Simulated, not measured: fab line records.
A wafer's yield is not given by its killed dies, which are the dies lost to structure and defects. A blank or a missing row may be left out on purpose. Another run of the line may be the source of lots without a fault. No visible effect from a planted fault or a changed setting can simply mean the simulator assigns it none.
Matching of chambers | flow n5 finfet | N5_BEOL_M14_VIA_ETCH_16 on rie diel-01: 4 sister chambers
The step etches SiO2 in C4F8/O2/Ar, target depth 1231.3 nm. 14 wafers are shown with their chamber, then 6 later ones without.

== WAFERS PAIRED WITH THEIR CHAMBERS ==
wafer  | chamber | drypump motor current A (A) | rf vpp V (V) | throttle valve pct (%)
L315.2 | 3       | 5.3                         | 2262         | 30.61
L315.4 | 0       | 4.9                         | 2243         | 30.92
L315.6 | 2       | 6.5                         | 2206         | 30.50
L316.1 | 2       | 6.4                         | 2204         | 30.53
L316.4 | 1       | 5.1                         | 2229         | 30.77
L316.6 | 3       | 5.3                         | 2262         | 30.60
L320.1 | 3       | 5.3                         | 2261         | 30.62
L320.3 | 1       | 5.1                         | 2228         | 30.80
L331.1 | 2       | 6.4                         | 2202         | 30.55
L331.3 | 3       | 5.3                         | 2258         | 30.63
L331.5 | 0       | 4.9                         | 2240         | 30.96
L332.3 | 1       | 5.0                         | 2227         | 30.81
L332.5 | 1       | 5.1                         | 2227         | 30.81
L332.6 | 0       | 4.9                         | 2243         | 30.98

SIGNATURES (means of the wafers above)
reading                 | chamber 0 | chamber 1 | chamber 2 | chamber 3 | scatter within a chamber
drypump motor current A | 4.900     | 5.075     | 6.433     | 5.300     | 0.0376
rf vpp V                | 2242.00   | 2227.75   | 2204.00   | 2260.75   | 1.66
throttle valve pct      | 30.9533   | 30.7975   | 30.5267   | 30.6150   | 0.0217
Rule: a wafer's distance from a chamber is the root of the sum, over the readings, of the square of ((its reading less the chamber's mean) divided by the reading's scatter). The wafer belongs to the nearest chamber; if the next one is less than 2 further off, it can't be placed. The scatter: take each reading less its chamber's mean, square it, sum over the shown wafers, divide by the number of wafers less the number of chambers, and take the root.

== WAFERS MISSING THEIR CHAMBER ==
wafer  | drypump motor current A (A) | rf vpp V (V) | throttle valve pct (%)
L336.1 | 5.2                         | 2259         | 30.64
L336.4 | 4.9                         | 2240         | 30.97
L336.5 | 5.2                         | 2260         | 30.66
L337.1 | 6.5                         | 2199         | 30.56
L337.2 | 5.2                         | 2259         | 30.65
L337.5 | 4.9                         | 2241         | 30.99

== EACH ONE'S CHAMBER ==
wafer  | from the rows above | in truth
L336.1 | 3                   | 3
L336.4 | 0                   | 0
L336.5 | 3                   | 3
L337.1 | 2                   | 2
L337.2 | 3                   | 3
L337.5 | 0                   | 0
Placed correctly: 6 of 6. Number that these rows cannot place: 0. Placed wrongly: 0.
